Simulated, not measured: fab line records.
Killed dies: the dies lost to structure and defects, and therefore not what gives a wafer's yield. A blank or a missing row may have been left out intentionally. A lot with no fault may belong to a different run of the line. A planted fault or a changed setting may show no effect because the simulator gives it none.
Problem report, 8D (eight disciplines) form, completed by code | flow n5 finfet | the parts of the form that need people (team, actions taken, sign-off) are left out

1. WHAT IS WRONG
trench depth nm at N5_BEOL_M14_OCD_MEAS_35 reads a mean of 780 nm on 1 wafer of 1 lot; wafers without a fault read 556 nm with a standard deviation of 7.7. Relative to the usual mean, that is a shift of +29 standard deviations.
First seen on wafer L557.5, day 14 10:04, on ocd-02. Wafers with a number at this step in the record: 19, from 7 lots. Rule for "out" (also "out of limits"): further than 4 standard deviations from the usual mean. The rest of the wafers with a number are treated as sound.

2. WHAT THIS IS AND IS NOT
question                    | is                     | is not
which readings at this step | trench depth nm        | -
which lots                  | L557                   | L553, L554, L563, L564, L566, L568
which wafers of those lots  | all that have a number | -
read on which gauges        | ocd-02                 | ocd-01
when                        | from day 14 10:04      | up to then (6 sound wafers); but 12 sound wafers of L563, L564, L566, L568 came after

3. SUSPECTS, AND WHAT RULES EACH OUT
Counting: a tool stays on the suspect list if, at a process step up to the reading, it processed all lots that are out and no sound lot following the first of them.
- the gauge at N5_BEOL_M14_OCD_MEAS_35 has been ruled out. All the wafers that are out were read on ocd-02, but those of them that N5_BEOL_M14_THK_MEAS_50 has rows for are out there too, on other tools.
- rie diel-03 at N5_BEOL_M14_ETCH_59 (etches BARC in N2/H2, target depth 89 nm, overetch 26.7 nm, time 67.9 s): kept. It ran the lot that is out, L557 (day 14 08:20), and no sound lot after that; its last sound lot up to then is L553 (day 13 00:13).
- rie diel-01 at N5_BEOL_M14_ETCH_67 (etches SiARC in CF4, target depth 143 nm, time 238.3 s): kept. It ran the lot that is out, L557 (day 14 09:33), and no sound lot after that; its last sound lot up to then is L553 (day 13 01:37).
- rie diel-01 at N5_BEOL_M14_TRENCH_ETCH_34 (etches SiO2 in C4F8/O2/Ar, target depth 556.65 nm, time 126.9 s): kept. It ran the lot that is out, L557 (day 14 09:57), and no sound lot after that; its last sound lot up to then is L553 (day 13 02:02).
After the count, these remain: rie diel-03 at N5_BEOL_M14_ETCH_59, rie diel-01 at N5_BEOL_M14_ETCH_67 and rie diel-01 at N5_BEOL_M14_TRENCH_ETCH_34.

4. THE CAUSE (what the simulator had put in)
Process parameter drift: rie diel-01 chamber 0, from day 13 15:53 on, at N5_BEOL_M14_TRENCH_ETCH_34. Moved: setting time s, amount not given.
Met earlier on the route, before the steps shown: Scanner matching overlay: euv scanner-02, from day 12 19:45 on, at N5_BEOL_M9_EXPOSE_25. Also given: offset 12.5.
3 suspects survive the count, and this tool is in that group.

5. SEQUENCE OF EFFECTS, ordered by route
Each row: a reading whose mean over the struck wafers that have a number lies more than 3 standard deviations from the usual. Scope: only readings with a usual standard deviation given in the record; hours: median across lots of the time from each lot's start at the first step in this table that gives one to its start at this step; sigmas: change in usual standard deviations.
hours | step                    | reading           | usual         | on struck wafers | change  | sigmas
0     | N5_BEOL_M14_OCD_MEAS_35 | trench depth nm   | 556 nm        | 780              | +224    | +29
2     | N5_BEOL_M14_THK_MEAS_50 | M14_THK           | 571 nm        | 810              | +239    | +27
2     | N5_BEOL_M14_RS_MEAS_54  | M14_RS            | 0.0332 ohm/sq | 0.0235           | -0.0097 | -20
11    | N5_BEOL_M15_RC_MEAS_101 | SERP_M14          | 0.1604 ohm/um | 0.1133           | -0.0471 | -17
11    | N5_BEOL_M15_RC_MEAS_101 | SERP_M14_max_site | 0.1621 ohm/um | 0.1143           | -0.0478 | -17

6. HOW IT WOULD HAVE BEEN CAUGHT EARLIER
18 hours passed between the start of the fault at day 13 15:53 and the first reading out of limits at a measuring or inspecting step in this record, taken at day 14 10:04.
Tool readings at N5_BEOL_M14_TRENCH_ETCH_34 with a usual standard deviation given in the record: none out on any struck wafer, hence no alarm at a limit of 4 standard deviations on them.
By day 14 10:04, every lot that is out (1) had started N5_BEOL_M14_TRENCH_ETCH_34 on rie diel-01. Tool hold at that time: it would have spared none of them.
